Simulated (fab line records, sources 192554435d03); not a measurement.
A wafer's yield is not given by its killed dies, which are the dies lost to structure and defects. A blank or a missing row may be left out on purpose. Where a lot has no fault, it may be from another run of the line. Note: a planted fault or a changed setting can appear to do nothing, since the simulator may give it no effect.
Matching of chambers | flow n5 finfet | N5_SDB_ETCH_17 on rie diel-05 has 4 sister chambers
The step etches SiARC in CF4, target depth 23.4 nm, time 39 s. 4 wafers are shown with their chamber, then 11 later ones without.

## EACH WAFER AND ITS CHAMBER
wafer  | chamber | showerhead plenum p Torr (Torr)
L082.2 | 2       | 2.18
L085.2 | 1       | 2.22
L086.2 | 0       | 2.28
L087.1 | 3       | 2.09

## WAFERS MISSING THEIR CHAMBER
wafer  | showerhead plenum p Torr (Torr)
L087.2 | 2.17
L087.3 | 2.22
L088.1 | 2.27
L088.4 | 2.09
L088.5 | 2.17
L090.3 | 2.21
L090.4 | 2.27
L090.6 | 2.17
L092.1 | 2.21
L092.2 | 2.27
L092.3 | 2.09

## WHICH CHAMBER EACH WENT THROUGH
wafer  | from the rows above | in truth
L087.2 | 2                   | 2
L087.3 | 1                   | 1
L088.1 | 0                   | 0
L088.4 | 3                   | 3
L088.5 | 2                   | 2
L090.3 | 1                   | 1
L090.4 | 0                   | 0
L090.6 | 2                   | 2
L092.1 | 1                   | 1
L092.2 | 0                   | 0
L092.3 | 3                   | 3
Placed correctly: 11 of 11. Number that these rows cannot place: 0. Placed wrongly: 0.
How it was worked out, from the rows above alone: a wafer's distance from a chamber is the root of the sum, over the readings, of the square of ((its reading less the chamber's mean) divided by the reading's scatter). If the next closest chamber is less than 2 further off than the closest, the wafer can't be placed; otherwise it belongs to the closest. For every chamber, the mean is computed from those of its wafers that are shown. The scatter (one wafer shown for each chamber): square how far every hidden wafer sits from the nearest shown wafer, average those squares and take the square root.
